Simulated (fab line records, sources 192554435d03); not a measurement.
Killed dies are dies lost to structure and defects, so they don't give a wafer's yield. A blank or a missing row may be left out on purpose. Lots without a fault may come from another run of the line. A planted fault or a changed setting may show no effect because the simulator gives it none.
fab line records | flow n5_finfet
record lots=6 wafers=18 last_day=17
route steps=1938 shown BEOL_M8@1374 PASSIVATION@1936
lots that met no fault: from a run of the same line without faults
start_h: hours from the record's first day to the start of the lot's first wafer shown | wait_h: hours since the lot's step before | " the same as in the row above | L1.1+2: a row that stands for several wafers | - no value, or no start given | * or withheld: withheld | < > ~ a bound
route shown NAME@n: a module of which the file shows steps, and the number in the route of the first | usual: mean/standard deviation of fault-free wafers | same: alike in all rows | chamber/n: place in a boat | sites: the reading at each site | _std_site: their standard deviation | _edge_site: outer sites' mean less inner sites' | radius_mm: how far each site lies from the wafer's centre | mask NAME#n: copy n | behind: the tool/chamber that last shaped the wafer | hold: why the lot was held/for how many hours/how that ended | device: the transistor (n, p or np) that didn't switch | end of line: the same wafers' tests at the end of the route | a step without rows: its recipe alone | killed: dies lost to structure and defects at the first sort, not the wafer's yield | map: a wafer's dies, x killed, . not, _ none there
set.NAME: the setting as run; set.NAME@STEP: as run at that earlier step | model.NAME: the simulator's own value behind a step, which no gauge read
lots at some steps of the route; a table a step, a row a wafer
services: from which hour (start_h, from the record's first day; less than 0 if before it) a tool's chamber was out of use, for how many hours, and why
## steps
# step N5_BEOL_M8_VIA_ETCH_34
# recipe chemistry=C4F6/O2 target=SiCOH_lowk target_depth_a=1255 mask_material=SOC taper_deg=4 time_s=50.5 ion_energy_ev=250 pressure_mtorr=30 source_w=345 bias_w=185 Ar_flow_sccm=300 C4F6_flow_sccm=10 O2_flow_sccm=10
# usual drypump_motor_current_A=5.5/0.5 mfc_ar_sccm=300.1/0.9 oes_product_au=0.77/0.081 rf_fwd_power_W=341.7/1.4 rf_vpp_V=658/11 showerhead_plenum_p_Torr=2.85/0.11 throttle_valve_pct=21.00/0.25
# columns lot.wafer tool chamber start_h wait_h drypump_motor_current_A mfc_ar_sccm oes_product_au rf_fwd_power_W rf_hours_counter_h rf_vpp_V showerhead_plenum_p_Torr throttle_valve_pct
L260.1 rie_diel-04 2 224.63 0.0 6.3 301.1 0.85 340.8 72 651 2.79 21.23
L260.2 " 1 " " 5.9 300.5 0.73 342.8 194 667 2.69 20.64
L260.6 " 3 " " 5.1 300.0 0.75 342.0 - 663 2.86 21.15
L268.1 rie_diel-06 0 276.64 0.0 4.8 300.5 0.73 343.4 192 641 2.74 21.05
L268.3 " 3 " " 4.9 299.3 0.91 341.7 36 660 3.04 21.00
L268.6 " 2 " " 5.3 299.1 0.70 340.3 - 646 2.80 21.06
L269.1 rie_diel-04 3 276.97 0.0 5.1 298.5 0.74 342.7 160 663 2.85 21.17
L269.2 " 1 " " 5.9 300.0 0.71 342.7 213 665 2.68 20.67
L269.6 " 2 " " 6.3 301.1 0.82 342.4 - 651 2.78 21.24
L274.1 rie_diel-06 0 313.91 0.0 4.8 301.9 0.72 341.9 206 641 2.74 21.07
L274.2 " 2 " " 5.3 300.1 0.70 342.3 234 645 2.80 21.10
L274.5 " 0 " " 4.8 300.5 0.72 342.3 - 640 2.74 21.09
L275.2 rie_diel-06 2 323.07 0.0 5.3 301.1 0.69 341.4 237 647 2.80 21.10
L275.3 " 1 " " 5.6 301.2 0.70 341.4 238 681 2.82 21.35
L275.6 " 3 " " 4.9 301.1 0.88 341.3 - 661 3.03 21.05
L277.1 rie_diel-05 1 329.12 0.0 5.1 299.2 0.81 340.7 95 654 2.77 20.89
L277.2 " 3 " " 6.4 300.0 0.89 340.8 28 654 3.01 20.64
L277.4 " 0 " " 5.9 300.9 0.71 342.6 176 664 2.97 21.37
# step N5_BEOL_M8_STRIP_76
# recipe chemistry=C4F6/O2 resist=SiARC rf_frequency_hz=6e+07
# step N5_BEOL_M8_STRIP_36
# recipe chemistry=N2/H2 power_w=450 temp_c=40 pressure_mtorr=20 rf_frequency_hz=6e+07 overash_fraction=0.3 bias_power_w=7 h2_frac=0.5 n2_flow_sccm=200 h2_flow_sccm=200
# usual drypump_motor_current_A=5.5/0.5 oes_product_au=0.77/0.081 rf_vpp_V=59.0/1.5 showerhead_plenum_p_Torr=2.54/0.11 throttle_valve_pct=23.77/0.27
# columns lot.wafer tool chamber start_h wait_h drypump_motor_current_A oes_product_au rf_hours_counter_h rf_vpp_V showerhead_plenum_p_Torr throttle_valve_pct
L260.1 rie_diel-04 2 224.68 0.0 6.3 0.84 73 59.9 2.47 23.77
L260.2 " 1 " " 5.8 0.74 194 59.6 2.43 23.64
L260.6 " 3 " " 5.0 0.73 - 60.5 2.53 23.74
L268.1 rie_diel-06 0 276.69 0.0 4.8 0.73 192 57.2 2.40 23.32
L268.3 " 3 " " 4.9 0.89 36 60.3 2.70 24.01
L268.6 " 2 " " 5.3 0.71 - 59.3 2.51 23.93
L269.1 rie_diel-04 3 277.02 0.0 5.0 0.73 160 58.1 2.52 23.76
L269.2 " 1 " " 5.9 0.73 213 58.0 2.42 23.66
L269.6 " 2 " " 6.3 0.82 - 61.2 2.46 23.78
L274.1 rie_diel-06 0 313.96 0.0 4.8 0.72 206 58.0 2.40 23.35
L274.2 " 2 " " 5.3 0.70 234 57.3 2.51 23.96
L274.5 " 0 " " 4.8 0.72 - 60.4 2.40 23.30
L275.2 rie_diel-06 2 323.13 0.0 5.3 0.70 237 58.1 2.51 23.97
L275.3 " 1 " " 5.6 0.69 238 59.4 2.50 24.30
L275.6 " 3 " " 4.9 0.87 - 60.3 2.69 24.01
L277.1 rie_diel-05 1 329.17 0.0 5.1 0.80 95 59.1 2.45 23.57
L277.2 " 3 " " 6.4 0.90 28 57.1 2.69 23.43
L277.4 " 0 " " 5.8 0.71 176 60.5 2.63 23.85
# step N5_BEOL_M8_TRENCH_ETCH_37
# recipe chemistry=C4F6/O2 target_depth_a=934.78 target=SiCOH_lowk time_s=31.2 ion_energy_ev=250 pressure_mtorr=30 source_w=345 bias_w=185 Ar_flow_sccm=300 C4F6_flow_sccm=10 O2_flow_sccm=10
# usual drypump_motor_current_A=5.5/0.5 mfc_ar_sccm=299.9/0.8 oes_product_au=0.77/0.08 rf_fwd_power_W=340.8/1.6 rf_vpp_V=658/11 showerhead_plenum_p_Torr=2.85/0.11 throttle_valve_pct=21.03/0.25
# columns lot.wafer tool chamber start_h wait_h drypump_motor_current_A mfc_ar_sccm oes_product_au rf_fwd_power_W rf_hours_counter_h rf_vpp_V showerhead_plenum_p_Torr throttle_valve_pct
L260.1 rie_diel-04 2 - - 6.3 299.1 0.84 341.3 73 651 2.79 21.26
L260.2 " 1 " " 5.9 298.9 0.73 343.9 194 667 2.69 20.67
L260.6 " 3 " " 5.0 300.7 0.75 342.8 - 665 2.86 21.19
L268.1 rie_diel-06 0 - - 4.8 299.1 0.72 340.3 192 641 2.74 21.07
L268.3 " 3 " " 4.9 299.6 0.90 342.1 36 660 3.04 21.04
L268.6 " 2 " " 5.3 300.0 0.70 339.7 - 645 2.80 21.09
L269.1 rie_diel-04 3 - - 5.1 300.9 0.74 340.1 160 663 2.86 21.21
L269.2 " 1 " " 5.9 301.5 0.72 342.4 213 666 2.68 20.70
L269.6 " 2 " " 6.3 299.4 0.82 341.8 - 653 2.78 21.28
L274.1 rie_diel-06 0 - - 4.8 300.3 0.71 341.2 206 640 2.74 21.11
L274.2 " 2 " " 5.3 300.7 0.69 340.8 234 646 2.80 21.12
L274.5 " 0 " " 4.8 300.6 0.71 339.6 - 641 2.74 21.10
L275.2 rie_diel-06 2 - - 5.3 301.8 0.69 338.5 237 645 2.80 21.13
L275.3 " 1 " " 5.6 299.9 0.70 342.3 238 679 2.82 21.39
L275.6 " 3 " " 4.9 298.7 0.88 342.0 - 661 3.03 21.06
L277.1 rie_diel-05 1 - - 5.1 301.7 0.81 339.5 95 653 2.77 20.94
L277.2 " 3 " " 6.4 299.7 0.88 340.5 28 654 3.01 20.66
L277.4 " 0 " " 5.9 299.6 0.72 341.3 176 664 2.97 21.39
# step N5_BEOL_M8_ETCH_41
# recipe chemistry=CH3F/O2 target=SiCN target_depth_a=319 taper_deg=2 time_s=57.8 ion_energy_ev=120 mask_material=TiN pressure_mtorr=30 source_w=395 bias_w=75 Ar_flow_sccm=150 CH3F_flow_sccm=30 O2_flow_sccm=20
# step N5_BEOL_M8_STRIP_80
# recipe chemistry=N2/H2 time_s=10 power_w=450 temp_c=40 pressure_mtorr=20 rf_frequency_hz=6e+07 bias_power_w=7 n2_flow_sccm=200 h2_flow_sccm=200
# usual drypump_motor_current_A=5.5/0.5 oes_product_au=0.78/0.08 rf_vpp_V=59.1/0.94 showerhead_plenum_p_Torr=2.54/0.11 throttle_valve_pct=23.77/0.27
# columns lot.wafer tool chamber start_h wait_h drypump_motor_current_A oes_product_au rf_hours_counter_h rf_vpp_V showerhead_plenum_p_Torr throttle_valve_pct
L260.1 rie_diel-04 2 - - 6.3 0.84 73 58.9 2.47 23.77
L260.2 " 1 " " 5.9 0.74 194 58.8 2.43 23.61
L260.6 " 3 " " 5.1 0.75 - 57.8 2.53 23.73
L268.1 rie_diel-06 0 - - 4.8 0.74 192 58.4 2.40 23.30
L268.3 " 3 " " 4.9 0.90 36 60.0 2.70 23.99
L268.6 " 2 " " 5.3 0.72 - 59.4 2.51 23.93
L269.1 rie_diel-04 3 - - 5.1 0.74 160 59.8 2.52 23.75
L269.2 " 1 " " 5.8 0.72 213 59.5 2.42 23.66
L269.6 " 2 " " 6.3 0.82 - 59.5 2.46 23.79
L274.1 rie_diel-06 0 - - 4.8 0.71 206 59.0 2.40 23.31
L274.2 " 2 " " 5.3 0.70 234 59.0 2.51 23.96
L274.5 " 0 " " 4.8 0.72 - 59.8 2.40 23.32
L275.2 rie_diel-06 2 - - 5.3 0.70 237 58.8 2.51 23.96
L275.3 " 1 " " 5.6 0.69 238 59.9 2.50 24.24
L275.6 " 3 " " 4.9 0.87 - 59.2 2.69 24.03
L277.1 rie_diel-05 1 - - 5.1 0.82 95 58.6 2.45 23.58
L277.2 " 3 " " 6.4 0.90 28 59.2 2.69 23.44
L277.4 " 0 " " 5.9 0.72 176 60.8 2.62 23.85
# step N5_BEOL_M8_OCD_MEAS_38
# usual trench_depth_nm=93.1/1.7
# columns lot.wafer tool chamber start_h wait_h trench_depth_nm
L260.1 ocd-02 - 224.88 - 95.0
L260.2 " - " " 93.4
L260.6 " - " " 92.4
L268.1 ocd-01 - 276.89 - 91.5
L268.3 " - " " 95.4
L268.6 " - " " 92.5
L269.1 ocd-02 - 277.22 - 93.1
L269.2 " - " " 92.8
L269.6 " - " " 94.7
L274.1 ocd-01 - 314.16 - 92.7
L274.2 " - " " 93.1
L274.5 " - " " 92.3
L275.2 ocd-02 - 323.32 - 93.3
L275.3 " - " " 93.3
L275.6 " - " " 94.7
L277.1 ocd-01 - 329.37 - 92.7
L277.2 " - " " 92.1
L277.4 " - " " 94.3
# step N5_BEOL_M8_HM_STRIP_39
# recipe chemistry=peroxide_tin_strip material=TiN target_depth_a=250 temp_c=50 time_s=158
# step N5_BEOL_M8_SRD_40
# recipe time_s=30 temp_c=23 rinse_liquid=diw dry=ipa_marangoni
# step N5_BEOL_M8_PRECLEAN_42
# recipe chemistry=residue_remover time_s=60 temp_c=40
# step N5_BEOL_M8_SRD_43
# recipe time_s=30 temp_c=23 rinse_liquid=diw dry=ipa_marangoni
# step N5_BEOL_M8_CD_MEAS_35
# recipe target_cd_nm=40 polarity=opening
# usual cd_nm=40.2/0.64
# columns lot.wafer tool chamber start_h wait_h cd_nm
L260.1 cd_sem-01 - 225.04 0.0 40.2
L260.2 " - " " 39.3
L260.6 " - " " 38.5
L268.1 cd_sem-03 - 277.04 0.0 40.2
L268.3 " - " " 40.0
L268.6 " - " " 40.6
L269.1 cd_sem-02 - 277.37 0.0 40.2
L269.2 " - " " 40.1
L269.6 " - " " 41.5
L274.1 cd_sem-02 - 314.31 0.0 40.6
L274.2 " - " " 40.8
L274.5 " - " " 40.3
L275.2 cd_sem-02 - 323.48 0.0 39.4
L275.3 " - " " 40.4
L275.6 " - " " 39.9
L277.1 cd_sem-03 - 329.52 0.0 39.3
L277.2 " - " " 40.1
L277.4 " - " " 39.7
# step N5_BEOL_M8_CURE_75
# recipe temp_c=370 time_s=120 ambient=DMADMS/He material=SiCOH_lowk
# usual lamp_power_pct=52.31/0.056 run_length_s=178.8/1.5 wafer_temp_C_max=371.7/0.47
# columns lot.wafer tool chamber start_h wait_h lamp_power_pct run_length_s wafer_temp_C_max
L260.1 uv_cure-02 1 225.68 0.6 52.33 178.5 371.2
L260.2 " 1 " " 52.30 178.5 371.3
L260.6 " 1 " " 52.44 178.8 371.2
L268.1 uv_cure-01 1 277.08 0.0 - - -
L268.3 " 1 " " - - -
L268.6 " 1 " " - - -
L269.1 uv_cure-03 0 277.41 0.0 - - -
L269.2 " 0 " " - - -
L269.6 " 0 " " - - -
L274.1 uv_cure-03 1 314.36 0.0 52.20 181.9 371.6
L274.2 " 1 " " 52.28 182.0 371.9
L274.5 " 1 " " 52.28 182.6 371.8
L275.2 uv_cure-01 1 323.57 0.1 52.18 177.5 372.9
L275.3 " 1 " " 52.32 178.3 372.2
L275.6 " 1 " " 52.38 178.1 371.3
L277.1 uv_cure-03 2 329.56 0.0 52.31 177.9 371.6
L277.2 " 2 " " 52.30 178.6 371.9
L277.4 " 2 " " 52.25 177.9 371.8
# step N5_BEOL_M8_DEGAS_44
# recipe ambient=vacuum temp_c=250 time_s=60
# usual heater_power_w=328/26
# columns lot.wafer tool chamber start_h wait_h heater_power_w
L260.1 pvd_sputter-02 - 226.03 0.3 359
L260.2 " - " " 356
L260.6 " - " " 320
L268.1 pvd_sputter-02 - 277.65 0.5 368
L268.3 " - " " 325
L268.6 " - " " 363
L269.1 pvd_sputter-03 - 278.00 0.5 300
L269.2 " - " " 280
L269.6 " - " " 334
L274.1 pvd_sputter-03 - 315.13 0.7 276
L274.2 " - " " 299
L274.5 " - " " 296
L275.2 pvd_sputter-03 - 323.87 0.3 283
L275.3 " - " " 299
L275.6 " - " " 322
L277.1 pvd_sputter-01 - 330.35 0.7 346
L277.2 " - " " 296
L277.4 " - " " 367
# step N5_PASSIVATION_PROBE_49
# usual defect_limited_yield=91.3/1.5 killed_at_M0_to_M3=35/10 killed_at_M4_up=12/4.6 killed_at_contacts=13/6.6 killed_at_front_end=39/11 killed_at_other=4/3.4 killed_dies=103/17 killed_on_rim=14/4.1 killed_open=67/13 killed_short=35/8.2 sort_bin_5_function=5.1/0.94 sort_bin_6_memory=3.2/0.7 sort_n_pass=1077/17 sort_yield_pct=91.3/1.5
# same gross_dies=1180 killed_at_back_side=0 sort_bin_4_leakage[%]=0 sort_bin_8_speed[%]=0
# columns lot.wafer tool chamber start_h wait_h defect_limited_yield[%] killed_at_M0_to_M3 killed_at_M4_up killed_at_contacts killed_at_front_end killed_at_other killed_dies killed_on_rim killed_open killed_short sort_bin_5_function[%] sort_bin_6_memory[%] sort_n_pass sort_yield_pct[%]
L269.1 prober-02 - 347.07 0.0 90.1 50 17 10 39 1 117 19 77 39 6.2 3.3 1063 90.1
L269.2 prober-02 - 347.12 0.1 91.1 36 9 13 47 0 105 13 74 29 5.8 2.7 1075 91.1
L269.6 prober-02 - 347.32 0.3 90.9 26 19 13 46 3 107 16 66 40 5.3 3.3 1073 90.9
L275.2 prober-02 - 393.80 0.1 89.6 56 7 10 49 1 123 19 79 36 6.4 3.2 1057 89.6
L275.3 prober-02 - 393.85 0.1 90.3 57 13 9 35 1 115 12 74 36 6.3 2.9 1065 90.3
L275.6 prober-02 - 394.00 0.3 90.0 39 17 9 51 2 118 14 75 33 6.5 2.5 1062 90.0
# killed by level:class
L269.1 BEOL_M2:geometric_particle:open=12 BEOL_M0_SAQP:geometric_particle:short=12 BEOL_M0_SAQP:geometric_particle:open=9 FIN_SAQP:geometric_particle:open=8 MOL_CONTACT_COAG:geometric_particle:open=8 FIN_SAQP:geometric_particle:short=6 DUMMY_GATE:geometric_particle:open=6 BEOL_M1:geometric_particle:open=5
L269.2 BEOL_M2:geometric_particle:open=13 STI_FIN_REVEAL:geometric_particle:open=11 MOL_CONTACT_COAG:geometric_particle:open=11 FIN_SAQP:geometric_particle:short=8 BEOL_M3:geometric_particle:open=7 FIN_SAQP:geometric_particle:open=6 BEOL_M0_SAQP:geometric_particle:open=5 BEOL_M0_SAQP:geometric_particle:short=4
L269.6 FIN_SAQP:geometric_particle:short=12 STI_FIN_REVEAL:geometric_particle:open=8 MOL_CONTACT_COAG:geometric_particle:open=8 FIN_SAQP:geometric_particle:open=7 FIN_CUT:geometric_particle:open=6 BEOL_M5:geometric_particle:open=6 MOL_CONTACT_COAG:geometric_particle:short=5 BEOL_M0_SAQP:geometric_particle:short=5
L275.2 BEOL_M0_SAQP:geometric_particle:open=12 BEOL_M2:geometric_particle:open=12 MOL_CONTACT_COAG:geometric_particle:open=9 BEOL_M0_SAQP:geometric_particle:short=9 FIN_SAQP:geometric_particle:short=7 BEOL_M1:geometric_particle:open=7 BEOL_M3:geometric_particle:open=7 HKMG_FIN:area_etch=7
L275.3 BEOL_M3:geometric_particle:open=19 BEOL_M0_SAQP:geometric_particle:open=14 BEOL_M0_SAQP:geometric_particle:short=8 FIN_SAQP:geometric_particle:short=6 MOL_CONTACT_COAG:geometric_particle:open=6 FIN_SAQP:geometric_particle:open=5 DUMMY_GATE:geometric_particle:open=5 GATE_CUT:geometric_particle:short=5
L275.6 BEOL_M2:geometric_particle:open=9 MOL_CONTACT_COAG:geometric_particle:open=9 HKMG_FIN:area_etch=9 BEOL_M0_SAQP:geometric_particle:open=7 STARTING-WAFER:geometric_particle:open=7 FIN_SAQP:geometric_particle:short=6 BEOL_M0_SAQP:geometric_particle:short=6 BEOL_M1:geometric_particle:open=6
## services
# columns tool chamber start_h hours kind
rie_diel-04 - 212.56 0.5 repair
rie_diel-05 0 213.29 4.7 repair
rie_diel-06 - 216.71 2.8 pm
uv_cure-01 - 217.77 2.1 pm
uv_cure-02 - 221.96 3.4 pm
rie_diel-04 0 224.29 7.6 repair
rie_diel-05 3 226.40 - clean
rie_diel-05 3 226.40 - consumable_replace:focus_ring
rie_diel-05 3 226.40 - consumable_replace:showerhead
rie_diel-04 - 228.63 2.8 pm
uv_cure-02 - 235.10 28.1 pm
uv_cure-01 - 249.88 0.8 repair
rie_diel-06 3 258.82 2.4 repair
uv_cure-01 - 277.81 1.0 repair
uv_cure-01 - 291.28 2.8 pm
rie_diel-04 0 292.44 - clean
rie_diel-04 0 292.44 - consumable_replace:focus_ring
rie_diel-04 0 292.44 17.5 scheduled_down
rie_diel-04 0 292.44 17.5 vent_cycle
uv_cure-03 - 296.03 1.0 repair
uv_cure-02 - 299.19 2.8 pm
pvd_sputter-02 - 316.01 7.5 repair
rie_diel-04 3 323.85 12.5 repair
rie_diel-04 2 328.65 1.8 repair
## key
first_sign step=N5_BEOL_M8_CURE_75 reading=tool_record direction=missing
effect none on later readings
met_at N5_BEOL_M8_CURE_75
struck_wafers L268.1,L268.3,L268.6,L269.1,L269.2,L269.6
fault kind=skipped_step_whole tool=uv_cure-01,uv_cure-03 chamber=- onset_h=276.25 steps=N5_BEOL_M8_CURE_75 scope=struck_lots_only
